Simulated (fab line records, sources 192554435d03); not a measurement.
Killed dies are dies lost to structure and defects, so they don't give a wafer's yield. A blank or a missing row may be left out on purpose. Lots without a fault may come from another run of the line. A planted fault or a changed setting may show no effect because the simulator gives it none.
Chamber matching | flow n5_finfet | N5_BEOL_M3_CO_CAP_55 on cvd_co-01: 3 sister chambers
The step material Co, precursor CCTBA/H2, target thk 2 nm, time 102.1 s. 6 wafers are shown with their chamber, then 7 later ones without.

WAFERS WITH THEIR CHAMBER
wafer  | chamber | heater_power_outer_w (W) | heater_power_w (W)
L081.2 | 2       | 133                      | 235
L086.1 | 0       | 116                      | 226
L086.2 | 1       | 123                      | 231
L086.6 | 2       | 132                      | 243
L090.1 | 1       | 125                      | 231
L090.2 | 0       | 115                      | 221

WAFERS WITHOUT THEIR CHAMBER
wafer  | heater_power_outer_w (W) | heater_power_w (W)
L090.4 | 117                      | 231
L093.1 | 120                      | 238
L093.3 | 117                      | 229
L093.6 | 121                      | 239
L095.1 | 130                      | 241
L095.2 | 122                      | 231
L095.5 | 114                      | 229

WHICH CHAMBER EACH WENT THROUGH
wafer  | from the rows above     | in truth
L090.4 | 0                       | 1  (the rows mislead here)
L093.1 | can't be placed: 1 or 0 | 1
L093.3 | 0                       | 0
L093.6 | 1                       | 1
L095.1 | 2                       | 2
L095.2 | 1                       | 1
L095.5 | 0                       | 0
Placed correctly: 5 of 7. Can't be placed from these rows: 1 (the true chamber is among the candidates in 1). Placed wrongly: 1.
How it was worked out, from the rows above alone: a wafer's distance from a chamber is the root of the sum, over the readings, of the square of ((its reading less the chamber's mean) divided by the reading's scatter). The wafer belongs to the nearest chamber; if the next one is less than 2 further off, it can't be placed. A chamber's mean is the mean of its shown wafers. The scatter: the root of (the sum of the squares of (reading less its chamber's mean) over the shown wafers, divided by (wafers less chambers)).
